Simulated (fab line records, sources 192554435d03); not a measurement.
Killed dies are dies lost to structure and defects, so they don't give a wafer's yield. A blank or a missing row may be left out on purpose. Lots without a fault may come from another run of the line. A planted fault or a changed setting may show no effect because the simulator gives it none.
Chamber matching | flow n5_finfet | N5_BEOL_M10_ILD_DEP_00 on pecvd-03: 3 sister chambers
The step deposits SiCOH lowk from DEMS/porogen, target thk 308.51 nm, time 58 s. 16 wafers are shown with their chamber, then 8 later ones without.

WAFERS WITH THEIR CHAMBER
wafer  | chamber | throttle_valve_pct (%) | heater_power_w (W) | showerhead_plenum_p_Torr (Torr)
L074.3 | 0       | 13.8                   | 289                | 5.767
L074.4 | 2       | 12.9                   | 385                | 5.729
L074.5 | 0       | 13.8                   | 290                | 5.757
L075.2 | 2       | 12.7                   | 384                | 5.747
L075.4 | 1       | 13.8                   | 251                | 5.767
L075.6 | 2       | 12.6                   | 387                | 5.741
L078.1 | 2       | 13.0                   | 380                | 5.708
L078.3 | 1       | 13.8                   | 278                | 5.748
L078.4 | 0       | 13.9                   | 250                | 5.754
L080.1 | 0       | 13.8                   | 288                | 5.752
L080.2 | 2       | 12.9                   | 413                | 5.730
L080.5 | 2       | 12.9                   | 336                | 5.735
L086.2 | 0       | 14.0                   | 244                | 5.755
L086.3 | 1       | 13.9                   | 284                | 5.759
L086.6 | 0       | 13.9                   | 258                | 5.735
L088.3 | 2       | 13.0                   | 364                | 5.725

SIGNATURES (means of the wafers above)
reading                  | chamber 0 | chamber 1 | chamber 2 | scatter within a chamber
throttle_valve_pct       | 13.867    | 13.833    | 12.857    | 0.117
heater_power_w           | 269.83    | 271.00    | 378.43    | 22
showerhead_plenum_p_Torr | 5.75333   | 5.75800   | 5.73071   | 0.0113
Rule: a wafer's distance from a chamber is the root of the sum, over the readings, of the square of ((its reading less the chamber's mean) divided by the reading's scatter). The wafer belongs to the nearest chamber; if the next one is less than 2 further off, it can't be placed. The scatter: the root of (the sum of the squares of (reading less its chamber's mean) over the shown wafers, divided by (wafers less chambers)).

WAFERS WITHOUT THEIR CHAMBER
wafer  | throttle_valve_pct (%) | heater_power_w (W) | showerhead_plenum_p_Torr (Torr)
L088.5 | 13.0                   | 391                | 5.730
L088.6 | 14.1                   | 240                | 5.761
L093.3 | 13.8                   | 269                | 5.758
L093.5 | 13.3                   | 393                | 5.734
L093.6 | 13.9                   | 279                | 5.759
L079.1 | 13.7                   | 311                | 5.765
L079.2 | 13.7                   | 284                | 5.749
L079.6 | 12.8                   | 411                | 5.728

WHICH CHAMBER EACH WENT THROUGH
wafer  | from the rows above     | in truth
L088.5 | 2                       | 2
L088.6 | can't be placed: 0 or 1 | 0
L093.3 | can't be placed: 1 or 0 | 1
L093.5 | 2                       | 2
L093.6 | can't be placed: 1 or 0 | 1
L079.1 | can't be placed: 1 or 0 | 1
L079.2 | can't be placed: 1 or 0 | 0
L079.6 | 2                       | 2
Placed correctly: 3 of 8. Can't be placed from these rows: 5 (the true chamber is among the candidates in 5). Placed wrongly: 0.
